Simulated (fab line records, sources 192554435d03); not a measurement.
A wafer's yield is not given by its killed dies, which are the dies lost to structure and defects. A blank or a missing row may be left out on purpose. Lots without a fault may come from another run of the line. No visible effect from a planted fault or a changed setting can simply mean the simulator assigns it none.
Chamber matching	flow n5-finfet	N5_HKMG_FIN_ETCH_32 on rie-diel-03 has 4 sister chambers
The step etches SOC in N2/H2, target depth 240 nm, time 300 s. 4 wafers are shown with their chamber, then 7 later ones without.

WAFERS, EACH WITH ITS CHAMBER
wafer	chamber	showerhead-plenum-p-Torr (Torr)
L081.6	1	2.73
L083.1	0	2.40
L084.2	2	2.43
L084.4	3	2.51

WAFERS WITH NO CHAMBER GIVEN
wafer	showerhead-plenum-p-Torr (Torr)
L084.5	2.72
L089.1	2.72
L089.2	2.42
L089.4	2.51
L092.2	2.51
L092.3	2.42
L092.5	2.51

THE CHAMBER EACH PASSED THROUGH
wafer	from the rows above	in truth
L084.5	1	1
L089.1	1	1
L089.2	can't be placed: 2 or 0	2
L089.4	3	3
L092.2	3	3
L092.3	can't be placed: 2 or 0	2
L092.5	3	3
5 of 7 placed correctly. These rows do not allow placing 2 (true chamber among the candidates in 2). Placed wrongly: 0.
How it was worked out, from the rows above alone: a wafer's distance from a chamber is the root of the sum, over the readings, of the square of ((its reading less the chamber's mean) divided by the reading's scatter). The wafer belongs to the nearest chamber; if the next one is less than 2 further off, it can't be placed. Each chamber's mean is taken over the wafers shown for it. The scatter: root of mean squared gap, hidden wafer to nearest shown wafer, with one shown wafer a chamber.
